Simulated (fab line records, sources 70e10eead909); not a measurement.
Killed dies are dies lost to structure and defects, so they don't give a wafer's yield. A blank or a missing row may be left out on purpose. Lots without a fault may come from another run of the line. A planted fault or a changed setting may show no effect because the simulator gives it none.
A struck lot beside a sound one | flow nand_harc | 18 steps out of a route of 1159
Sound: wafers L324.3, L324.4, L324.6. Struck: wafers L315.1, L315.3, L315.6. The cause comes at the end.
At each step with rows: each side's tool, then ch and its chambers, then its first start. Under that, the readings that differ: sound wafers | struck wafers | difference of the means | sigmas: that difference in standard deviations of wafers without a fault.
alike: readings whose means differ by less than 2 such deviations, and words and numbers that are the same on both sides. not compared: withheld readings, readings that some wafer has no value for, bounds like >300 that may hide the same value, and numbers for which the record gives no deviation and whose values overlap.
The two part at a step that has a row with sigmas, a row that says differs or no value, or rows on one side only. Numbers that don't overlap but have no deviation are shown without sigmas and don't part them. A reading that every wafer of one side lacks parts them only if that side has two wafers or more.

NHARC_P_ZERO_WELL_CD_MEAS_24: target cd 720 nm.
  sound on cd_sem-03 ch 0, day 5 02:31; struck on cd_sem-02 ch 0, day 2 20:20
  alike: cd_nm
then, 1 step without rows for these wafers: NHARC_P_ZERO_WELL_HARDBAKE_25 (time 80 s).
NHARC_P_ZERO_WELL_DESCUM_26: chemistry O2, time 3 s.
  sound on rie_diel-07 ch 0,1,3, day 5 02:41; struck on rie_diel-07 ch 0,1,3, day 2 20:29
  alike: drypump_motor_current_A, oes_product_au, rf_vpp_V, showerhead_plenum_p_Torr, throttle_valve_pct
  not compared: rf_hours_counter_h
then, 9 steps without rows for these wafers: NHARC_P_ZERO_WELL_IMPLANT_27; NHARC_P_ZERO_WELL_IMPLANT_57; NHARC_P_ZERO_WELL_IMPLANT_58; NHARC_P_ZERO_WELL_STRIP_28 (strips in SPM, time 840 s); NHARC_P_ZERO_WELL_DEHYDRATE_29 (time 120 s); NHARC_P_ZERO_WELL_HMDS_30 (time 30 s); NHARC_P_ZERO_WELL_COAT_31; NHARC_P_ZERO_WELL_SOFTBAKE_32 (time 95 s); NHARC_P_ZERO_WELL_EBR_33.
NHARC_P_ZERO_WELL_EXPOSE_34: exposes mask P PWELL, target cd 720 nm.
  sound on krf_scanner-02 ch 0, day 5 04:00; struck on krf_scanner-02 ch 0, day 2 21:51
  reading | sound                         | struck                        | difference | sigmas
  mask    | P_PWELL#0 P_PWELL#0 P_PWELL#0 | P_NWELL#0 P_NWELL#0 P_NWELL#0 | differs    |
then, 2 steps without rows for these wafers: NHARC_P_ZERO_WELL_PEB_35 (peb time 85 s); NHARC_P_ZERO_WELL_DEVELOP_36 (time 70 s).
NHARC_P_ZERO_WELL_CD_MEAS_37: target cd 720 nm.
  sound on cd_sem-01 ch 0, day 5 04:09; struck on cd_sem-02 ch 0, day 2 22:00
  reading    | sound             | struck | difference                    | sigmas
  cd_nm (nm) | 719.2 721.9 721.2 | - - -  | no value on the struck wafers |
then, 1 step without rows for these wafers: NHARC_P_ZERO_WELL_HARDBAKE_38 (time 80 s).
-- the record jumps here: 19 days lie between the struck wafers' starts before and after (it left off in module P_ZERO_WELL and takes up again in module END, whose first step shown is number 1159 of the route) --
NHARC_END_SORT_01:
  the record has rows for the struck wafers here (prober-02 ch 0, day 21 16:55) and none for the sound ones

WHERE THEY PART
First at NHARC_P_ZERO_WELL_EXPOSE_34; last, within this record, at NHARC_END_SORT_01.

WHY: what the simulator had put in
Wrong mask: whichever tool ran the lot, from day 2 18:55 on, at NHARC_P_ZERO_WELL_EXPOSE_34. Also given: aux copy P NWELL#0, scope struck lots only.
